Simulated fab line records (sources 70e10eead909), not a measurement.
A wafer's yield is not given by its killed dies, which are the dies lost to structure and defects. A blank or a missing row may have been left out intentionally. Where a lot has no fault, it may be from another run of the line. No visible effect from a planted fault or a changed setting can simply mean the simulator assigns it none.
3 desks looking at one fault || flow nandHarc || each desk has only its own numbers; what lay behind them comes last

## METROLOGY DESK
What the gauges read, lot by lot, whatever tool the lot ran on: means of the sampled wafers that have a number. A lot is out of limits, marked OUT, if its mean lies more than 4 standard deviations from the usual mean; the brackets give that distance.
Columns: A = cdNm at NHARC_THIN_TSV_CD_MEAS_33, usual 4999.3 nm
{"lot": "L685", "first seen here": "day 24 02:07", "A": 5000.6}
{"lot": "L684", "first seen here": "day 24 17:32", "A": 5000.5}
{"lot": "L687", "first seen here": "day 25 02:15", "A": 4999.1}
{"lot": "L690", "first seen here": "day 26 23:59", "A": 4996.4}
{"lot": "L689", "first seen here": "day 27 13:41", "A": 5000.5}
{"lot": "L691", "first seen here": "day 27 18:25", "A": 4997.1}
{"lot": "L694", "first seen here": "day 28 15:31", "A": 4997.4}
{"lot": "L695", "first seen here": "day 29 04:20", "A": 4999.8}
{"lot": "L696", "first seen here": "day 29 05:37", "A": 4995.5}
{"lot": "L699", "first seen here": "day 30 22:04", "A": 4998.7}
{"lot": "L703", "first seen here": "day 33 03:53", "A": 4998.3}
{"lot": "L705", "first seen here": "day 33 08:13", "A": 4999.5}
{"lot": "L704", "first seen here": "day 33 10:25", "A": 4999.6}
This desk's verdict: no lot among the 13 shows anything out of limits.

## THE DEFECT DESK
For each lot, the counts of the inspections along the route, averaged over the sampled wafers that have a number. A lot is out of limits, marked OUT, if its mean lies more than 4 standard deviations from the usual mean; the brackets give that distance.
Columns: A = rawDefectCount at NHARC_THIN_TSV_INSPECT_40, usual 569
{"lot": "L685", "first seen here": "day 24 08:13", "A": 551}
{"lot": "L684", "first seen here": "day 24 23:35", "A": 500}
{"lot": "L687", "first seen here": "day 25 07:14", "A": 579}
{"lot": "L690", "first seen here": "day 27 06:07", "A": 598}
{"lot": "L689", "first seen here": "day 27 20:19", "A": 619}
{"lot": "L691", "first seen here": "day 28 03:46", "A": 395}
{"lot": "L694", "first seen here": "day 28 21:34", "A": 576}
{"lot": "L695", "first seen here": "day 29 10:29", "A": 717}
{"lot": "L696", "first seen here": "day 29 10:29", "A": 454}
{"lot": "L699", "first seen here": "day 31 04:05", "A": 660}
{"lot": "L703", "first seen here": "day 33 10:27", "A": 533}
{"lot": "L705", "first seen here": "day 33 14:14", "A": 463}
{"lot": "L704", "first seen here": "day 33 14:14", "A": 554}
This desk's verdict: no lot among the 13 shows anything out of limits.

## FOR THE TOOL OWNER'S DESK: rieSi-01
The tool's own readings at NHARC_A_CHANNEL_FILL_D2_ETCHBACK_19 (etches the open film in HBr/Cl2, target depth 5 nm, time 1.7 s): means of the sampled wafers that have a number, for each lot that ran on this tool. A lot is out of limits, marked OUT, if its mean lies more than 4 standard deviations from the usual mean; the brackets give that distance.
Columns: A = chamberPressureMTorr at NHARC_A_CHANNEL_FILL_D2_ETCHBACK_19, usual 15.000 mTorr; B = drypumpMotorCurrentA at NHARC_A_CHANNEL_FILL_D2_ETCHBACK_19, usual 5.8 A; C = mfcCl2Sccm at NHARC_A_CHANNEL_FILL_D2_ETCHBACK_19, usual 50.00 sccm; D = oesProductAu at NHARC_A_CHANNEL_FILL_D2_ETCHBACK_19, usual 1.002 a.u.; E = throttleValvePct at NHARC_A_CHANNEL_FILL_D2_ETCHBACK_19, usual 26.407 %
{"lot": "L685", "first seen here": "day 14 16:43", "A": 15.004, "B": 6.0, "C": 49.99, "D": 0.994, "E": 26.415}
{"lot": "L687", "first seen here": "day 15 22:38", "A": 14.990, "B": 6.1, "C": 49.83, "D": 0.981, "E": 26.406}
{"lot": "L691", "first seen here": "day 18 10:07", "A": 15.000, "B": 6.1, "C": 50.04, "D": 1.000, "E": 26.410}
{"lot": "L694", "first seen here": "day 19 01:05", "A": 15.026, "B": 5.9, "C": 50.06, "D": 1.000, "E": 26.410}
{"lot": "L695", "first seen here": "day 19 18:07", "A": 15.004, "B": 5.9, "C": 49.99, "D": 0.998, "E": 26.409}
{"lot": "L696", "first seen here": "day 20 09:53", "A": 14.994, "B": 5.8, "C": 50.05, "D": 1.004, "E": 26.414}
This desk's verdict: no lot among the 6 shows anything out of limits.

## TAKEN TOGETHER
The metrology desk saw nothing out of limits.
Nothing out of limits was seen by the defect desk.
Nothing out of limits was seen by the tool owner's desk.

## WHAT THE SIMULATOR HAD PUT IN
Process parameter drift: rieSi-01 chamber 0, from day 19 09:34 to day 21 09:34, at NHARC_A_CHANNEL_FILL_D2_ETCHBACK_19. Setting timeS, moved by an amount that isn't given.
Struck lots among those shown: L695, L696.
